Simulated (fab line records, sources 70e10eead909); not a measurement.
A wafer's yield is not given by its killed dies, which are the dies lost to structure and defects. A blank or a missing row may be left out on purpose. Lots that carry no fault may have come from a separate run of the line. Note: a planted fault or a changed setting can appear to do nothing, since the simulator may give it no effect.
Check for tools in common -- flow nandHarc -- 1 lot, 3 wafers sampled

## WHY THIS WAS OPENED
At NHARC_END_SORT_01 the reading killedAtPeriphery is flagged on 1 of 1 lot. No-fault wafers: 4, standard deviation 3.2.
Rule: a lot gets a flag if all its wafers with a number sit over 4 standard deviations from that mean, or if no wafer of it has a number. The other lots count as sound.

lot,measured,on,"killedAtPeriphery, wafer by wafer",flag
L173,day 27 03:11,prober-02,640 647 644,FLAGGED
On average the flagged lots read 644, which is +640 against the usual, or +99 or more standard deviations.

## LOT BY LOT: THE TOOL USED
The record holds 3 process steps before the reading, out of a route of 1302 steps. Cell contents, in order: the tool; ch with the chambers the sampled wafers went through; the start.
lot,flag,NHARC_P_GATE_STRIP_76,NHARC_P_GATE_EXPOSE_88,NHARC_P_GATE_DESCUM_93
L173,FLAGGED,"plasmaAsher-01 ch 0,1, day 8 00:40","krfScanner-04 ch 0, day 8 01:25","rieDiel-02 ch 0,1, day 8 01:44"
What the steps here do:
- NHARC_P_GATE_STRIP_76: strips in O2.
- NHARC_P_GATE_EXPOSE_88: exposes mask P HVN, target cd 2000 nm.
- NHARC_P_GATE_DESCUM_93: chemistry O2, time 3 s.
- NHARC_END_SORT_01

## FLAGGED AGAINST TOTAL, ONE TOOL AT A TIME (gauges that did the reading follow at the end)
step,tool,lots run,flagged,share of the flagged lots,sound lots run after its first flagged lot
NHARC_P_GATE_STRIP_76,plasmaAsher-01,1,1,all,0
NHARC_P_GATE_EXPOSE_88,krfScanner-04,1,1,all,0
NHARC_P_GATE_DESCUM_93,rieDiel-02,1,1,all,0
NHARC_END_SORT_01,prober-02,1,1,all,0

## WHAT THE TABLE ALLOWS
4 rows of the table ran every flagged lot: plasmaAsher-01 at NHARC_P_GATE_STRIP_76, krfScanner-04 at NHARC_P_GATE_EXPOSE_88, rieDiel-02 at NHARC_P_GATE_DESCUM_93, prober-02 at NHARC_END_SORT_01.
- plasmaAsher-01 at NHARC_P_GATE_STRIP_76: 1 of its 1 lot flagged. The start can't be narrowed down: in this sample, it ran no sound lot prior to its first flagged lot.
- krfScanner-04 at NHARC_P_GATE_EXPOSE_88: 1 of its 1 lot flagged. The start can't be narrowed down: in this sample, it ran no sound lot prior to its first flagged lot.
- rieDiel-02 at NHARC_P_GATE_DESCUM_93: 1 of its 1 lot flagged. The start can't be narrowed down: in this sample, it ran no sound lot prior to its first flagged lot.
- prober-02 at NHARC_END_SORT_01: 1 of its 1 lot flagged. The start can't be narrowed down: in this sample, it ran no sound lot prior to its first flagged lot.
Because each of these 4 tools fits a fault that began at some hour, counting lots does not separate them. More lots, or a look at what each step does to the wafer, might.

## WHAT HAD BEEN PUT IN BY THE SIMULATOR
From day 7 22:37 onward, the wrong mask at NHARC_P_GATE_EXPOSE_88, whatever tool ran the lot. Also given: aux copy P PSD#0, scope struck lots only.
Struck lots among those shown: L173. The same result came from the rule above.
